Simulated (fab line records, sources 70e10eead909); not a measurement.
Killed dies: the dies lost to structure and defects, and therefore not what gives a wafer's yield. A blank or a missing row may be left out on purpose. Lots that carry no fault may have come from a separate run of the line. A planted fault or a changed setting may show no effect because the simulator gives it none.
What tool caused it? | flow nand_harc | Sampling: 13 lots, 39 wafers, 5 of 1302 route steps

WHAT THE GAUGES SHOWED, per wafer
NHARC_END_SORT_01.
lot  | measured     | on        | defect_limited_yield (%) | killed_at_array | killed_at_other | killed_at_periphery | killed_dies | killed_open | killed_short
L748 | day 25 04:06 | prober-01 | 96 95 96                 | 21 25 22        | 1 2 1           | 3 5 1               | 25 32 24    | 4 3 2       | 2 2 1
L749 | day 25 21:15 | prober-02 | 92 93 93                 | 50 44 44        | 1 2 0           | 5 4 4               | 56 50 48    | 1 3 1       | 3 2 1
L751 | day 25 12:44 | prober-01 | 87 83 83                 | 79 108 108      | 0 1 4           | 7 6 6               | 86 115 118  | 3 3 5       | 1 4 2
L752 | day 26 04:16 | prober-02 | 89 88 87                 | 72 71 77        | 3 3 4           | 2 5 6               | 77 79 87    | 0 2 7       | 1 2 1
L754 | day 27 05:45 | prober-01 | 84 88 86                 | 104 76 97       | 0 0 0           | 4 2 1               | 108 78 98   | 2 2 3       | 0 1 6
L753 | day 28 17:22 | prober-01 | 94 92 91                 | 40 49 50        | 0 1 1           | 3 4 7               | 43 54 58    | 3 0 7       | 1 3 3
L755 | day 28 09:32 | prober-01 | 91 91 90                 | 61 60 61        | 0 1 0           | 3 0 4               | 64 61 65    | 3 0 2       | 5 3 4
L760 | day 29 10:28 | prober-02 | 94 93 92                 | 39 44 50        | 1 1 1           | 1 3 1               | 41 48 52    | 3 4 1       | 1 1 4
L759 | day 29 22:32 | prober-01 | 91 90 91                 | 61 62 59        | 1 0 2           | 2 4 1               | 64 66 62    | 3 1 3       | 0 2 1
L765 | day 31 13:16 | prober-02 | 92 82 90                 | 46 50 61        | 0 72 0          | 5 3 6               | 51 125 67   | 6 4 6       | 2 2 5
L766 | day 31 22:39 | prober-02 | 81 94 93                 | 41 43 42        | 89 1 3          | 2 0 2               | 132 44 47   | 5 3 2       | 1 1 2
L770 | day 33 09:28 | prober-01 | 94 93 92                 | 39 48 49        | 0 0 1           | 3 1 1               | 42 49 51    | 1 4 1       | 2 3 2
L771 | day 33 16:28 | prober-02 | 88 85 90                 | 75 98 68        | 2 2 1           | 1 3 1               | 78 103 70   | 2 2 2       | 2 6 1

EACH LOT AND THE TOOL THAT RAN IT (in order: tool; ch and the chambers of the sampled wafers; start)
lot  | NHARC_THIN_TSV_PRECLEAN_41          | NHARC_THIN_TSV_DEGAS_49      | NHARC_THIN_TSV_ANNEAL_52         | NHARC_THIN_TSV_DESCUM_35
L748 | wet_bench-08 ch 2,3,4, day 24 12:11 | pvd_sputter-03, day 24 16:06 | rtp_anneal-02 ch 0, day 24 17:17 | rie_diel-07 ch 0,2,3, day 24 19:16
L749 | wet_bench-08 ch 1,2,3, day 24 15:44 | pvd_sputter-03, day 24 19:32 | rtp_anneal-02 ch 0, day 24 20:49 | rie_diel-07 ch 0,3, day 24 22:49
L751 | wet_bench-08 ch 1,4,7, day 24 16:58 | pvd_sputter-03, day 24 20:44 | rtp_anneal-01 ch 0, day 24 21:58 | rie_diel-07 ch 1,3, day 24 23:53
L752 | wet_bench-10 ch 2,3,6, day 25 01:38 | pvd_sputter-01, day 25 05:17 | rtp_anneal-01 ch 0, day 25 06:30 | rie_diel-07 ch 0,1, day 25 08:34
L754 | wet_bench-08 ch 0,1,3, day 26 11:13 | pvd_sputter-01, day 26 15:12 | rtp_anneal-01 ch 0, day 26 16:31 | rie_diel-02 ch 0,1,2, day 26 18:29
L753 | wet_bench-08 ch 1,4,7, day 27 17:24 | pvd_sputter-03, day 27 21:31 | rtp_anneal-02 ch 0, day 27 22:41 | rie_diel-11 ch 0,2, day 28 00:41
L755 | wet_bench-08 ch 3,5,7, day 27 18:36 | pvd_sputter-01, day 27 22:14 | rtp_anneal-02 ch 0, day 27 23:25 | rie_diel-02 ch 1,3, day 28 01:26
L760 | wet_bench-08 ch 0,1,7, day 28 18:26 | pvd_sputter-03, day 28 22:11 | rtp_anneal-02 ch 0, day 28 23:22 | rie_diel-02 ch 0,2,3, day 29 01:30
L759 | wet_bench-08 ch 0,1,3, day 29 05:43 | pvd_sputter-03, day 29 09:53 | rtp_anneal-02 ch 0, day 29 11:04 | rie_diel-02 ch 0,2, day 29 13:10
L765 | wet_bench-08 ch 2,3,5, day 30 22:35 | pvd_sputter-02, day 31 02:23 | rtp_anneal-01 ch 0, day 31 03:34 | rie_diel-02 ch 0,1,3, day 31 05:40
L766 | wet_bench-08 ch 3,5,7, day 31 06:00 | pvd_sputter-02, day 31 09:38 | rtp_anneal-01 ch 0, day 31 10:52 | rie_diel-11 ch 2,3, day 31 12:47
L770 | wet_bench-10 ch 1,4,5, day 32 17:14 | pvd_sputter-03, day 32 21:00 | rtp_anneal-02 ch 0, day 32 22:23 | rie_diel-11 ch 1,2, day 33 00:27
L771 | wet_bench-10 ch 1,4,5, day 32 22:58 | pvd_sputter-01, day 33 02:57 | rtp_anneal-01 ch 0, day 33 04:10 | rie_diel-02 ch 0,1,3, day 33 06:07
- NHARC_THIN_TSV_PRECLEAN_41: cleans in SC1.
- NHARC_THIN_TSV_DEGAS_49: time 120 s.
- NHARC_THIN_TSV_ANNEAL_52: time 90 s.
- NHARC_THIN_TSV_DESCUM_35: chemistry O2, time 3 s.

WHAT THE TOOLS THEMSELVES READ (means of the sampled wafers that have a number; where no wafer has one, the mark that the record gives instead)
NHARC_THIN_TSV_DEGAS_49.
lot  | tool           | heater_power_w (W)
L748 | pvd_sputter-03 | 466
L749 | pvd_sputter-03 | 465
L751 | pvd_sputter-03 | 432
L752 | pvd_sputter-01 | 506
L754 | pvd_sputter-01 | 502
L753 | pvd_sputter-03 | 449
L755 | pvd_sputter-01 | 542
L760 | pvd_sputter-03 | 467
L759 | pvd_sputter-03 | 466
L765 | pvd_sputter-02 | 483
L766 | pvd_sputter-02 | 439
L770 | pvd_sputter-03 | 467
L771 | pvd_sputter-01 | 515

NHARC_THIN_TSV_ANNEAL_52.
lot  | tool          | anneal_temp_c (C) | wafer_temp_C_max
L748 | rtp_anneal-02 | 225.21            | 226.0
L749 | rtp_anneal-02 | 225.11            | 226.0
L751 | rtp_anneal-01 | 225.00            | 226.6
L752 | rtp_anneal-01 | 224.97            | 226.4
L754 | rtp_anneal-01 | 225.05            | 226.8
L753 | rtp_anneal-02 | 225.26            | 226.2
L755 | rtp_anneal-02 | 225.10            | 225.9
L760 | rtp_anneal-02 | 225.15            | 225.9
L759 | rtp_anneal-02 | 224.79            | 226.2
L765 | rtp_anneal-01 | 224.73            | 226.6
L766 | rtp_anneal-01 | 225.00            | 226.3
L770 | rtp_anneal-02 | 224.96            | 226.1
L771 | rtp_anneal-01 | 224.89            | 226.7

NHARC_THIN_TSV_DESCUM_35.
lot  | tool        | drypump_motor_current_A (A) | oes_product_au (a.u.) | rf_vpp_V (V) | showerhead_plenum_p_Torr (Torr) | throttle_valve_pct (%)
L748 | rie_diel-07 | 6.0                         | 1.000                 | 57.2         | 1.96                            | 11.312
L749 | rie_diel-07 | 6.2                         | 1.001                 | 58.3         | 2.02                            | 11.306
L751 | rie_diel-07 | 5.5                         | 1.004                 | 58.7         | 1.95                            | 11.312
L752 | rie_diel-07 | 6.0                         | 1.001                 | 57.8         | 1.95                            | 11.319
L754 | rie_diel-02 | 5.5                         | 1.001                 | 57.2         | 1.86                            | 11.314
L753 | rie_diel-11 | 5.6                         | 1.008                 | 57.7         | 1.92                            | 11.308
L755 | rie_diel-02 | 5.6                         | 1.001                 | 58.1         | 1.94                            | 11.305
L760 | rie_diel-02 | 5.5                         | 0.999                 | 57.2         | 1.85                            | 11.313
L759 | rie_diel-02 | 5.2                         | 1.007                 | 57.9         | 1.80                            | 11.311
L765 | rie_diel-02 | 5.7                         | 1.003                 | 58.2         | 1.90                            | 11.317
L766 | rie_diel-11 | 5.9                         | 0.999                 | 57.9         | 1.93                            | 11.324
L770 | rie_diel-11 | 6.0                         | 1.007                 | 58.0         | 1.85                            | 11.318
L771 | rie_diel-02 | 5.7                         | 0.992                 | 58.4         | 1.90                            | 11.316

THE ANSWER, worked out from the rows above alone
Rule: what is usual is taken from the lots themselves. Put in order of their means at a reading, lots are off if they are a third of the lots or fewer, leave a main group of 4 or more, and stand apart from it by a gap of 3 or more times the standard deviation of the main group's means; of several such gaps the widest counts. Not used: any main group whose means are identical at the precision the tables above print for the reading. A lot without any number at a reading at which 4 lots or more have one is off too. Where the step has rows for the other lots, those lots are counted as sound. Order of review: gauges by route order, followed by the tools' own readings, for which a lot's mean as printed above is used. At the first step where some lot is off, the reading lying furthest off is the one used; lots without a number count as furthest.
Off: L765, L766, at NHARC_END_SORT_01 (killed_at_other). The main group: mean 1.1, standard deviation 0.87.
A tool fits if, at a process step before that reading, it ran every lot that is off, and no sound lot after the first of them. Those tools and the gauges at NHARC_END_SORT_01 are tried in the same way. 2 tools fit, wet_bench-08 at NHARC_THIN_TSV_PRECLEAN_41 and pvd_sputter-02 at NHARC_THIN_TSV_DEGAS_49, so this cannot tell which one it is.

WHAT THE SIMULATOR HAD PUT IN
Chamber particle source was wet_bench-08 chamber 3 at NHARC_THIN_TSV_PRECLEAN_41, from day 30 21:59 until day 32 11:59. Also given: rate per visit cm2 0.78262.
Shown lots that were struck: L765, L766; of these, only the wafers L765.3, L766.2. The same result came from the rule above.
